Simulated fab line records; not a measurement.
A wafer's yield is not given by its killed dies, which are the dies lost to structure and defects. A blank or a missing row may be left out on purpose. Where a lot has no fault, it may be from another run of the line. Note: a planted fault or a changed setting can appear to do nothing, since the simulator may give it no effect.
Matching of chambers    flow n5Finfet    N5_BEOL_M4_DESCUM_33 on rieDiel-03: 4 sister chambers
The step chemistry O2, time 7 s. 18 wafers are shown with their chamber, then 9 later ones without.

== WAFERS PAIRED WITH THEIR CHAMBERS ==
wafer   chamber  drypumpMotorCurrentA (A)  showerheadPlenumPTorr (Torr)  throttleValvePct (%)
L074.2  2        4.8                       2.07                          20.11
L074.3  0        5.0                       2.15                          20.64
L074.4  3        6.5                       2.22                          20.07
L075.1  3        6.5                       2.22                          20.06
L075.3  0        5.0                       2.15                          20.64
L075.5  3        6.5                       2.22                          20.09
L078.3  3        6.5                       2.22                          20.07
L078.5  1        6.5                       1.97                          20.62
L078.6  2        4.8                       2.06                          20.11
L079.1  3        6.5                       2.22                          20.10
L079.4  0        5.0                       2.15                          20.67
L079.6  1        6.6                       1.97                          20.64
L085.1  2        4.8                       2.06                          20.13
L085.2  3        6.5                       2.21                          20.11
L085.5  3        6.5                       2.21                          20.10
L086.1  3        6.5                       2.21                          20.10
L086.3  1        6.6                       1.96                          20.66
L086.4  0        5.0                       2.14                          20.68

SIGNATURES, as means of the wafers listed above
reading                chamber 0  chamber 1  chamber 2  chamber 3  scatter within a chamber
drypumpMotorCurrentA   5.000      6.567      4.800      6.500      0.0218
showerheadPlenumPTorr  2.1475     1.9667     2.0633     2.2163     0.00532
throttleValvePct       20.6575    20.6400    20.1167    20.0875    0.0183
Rule: a wafer's distance from a chamber is the root of the sum, over the readings, of the square of ((its reading less the chamber's mean) divided by the reading's scatter). The wafer belongs to the nearest chamber; if the next one is less than 2 further off, it can't be placed. The scatter is the square root of a quotient: the sum, over the shown wafers, of each reading's squared deviation from its chamber's mean, divided by wafers minus chambers.

== WAFERS MISSING THEIR CHAMBER ==
wafer   drypumpMotorCurrentA (A)  showerheadPlenumPTorr (Torr)  throttleValvePct (%)
L089.2  6.5                       2.21                          20.12
L089.3  4.8                       2.06                          20.16
L089.6  6.5                       2.21                          20.12
L091.2  5.0                       2.14                          20.70
L091.4  4.8                       2.05                          20.16
L091.5  6.5                       2.21                          20.12
L094.1  6.6                       2.22                          20.29
L094.2  6.5                       2.20                          20.15
L094.5  6.5                       2.22                          20.28

== THE CHAMBER EACH PASSED THROUGH ==
wafer    from the rows above   in truth
L089.2   3                     3
L089.3   2                     2
L089.6   3                     3
L091.2   0                     0
L091.4   2                     2
L091.5   3                     3
L094.1   3                     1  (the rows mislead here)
L094.2   3                     3
L094.5   3                     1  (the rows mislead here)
7 of 9 placed correctly. Not placeable from these rows: 0. Wrongly placed: 2.
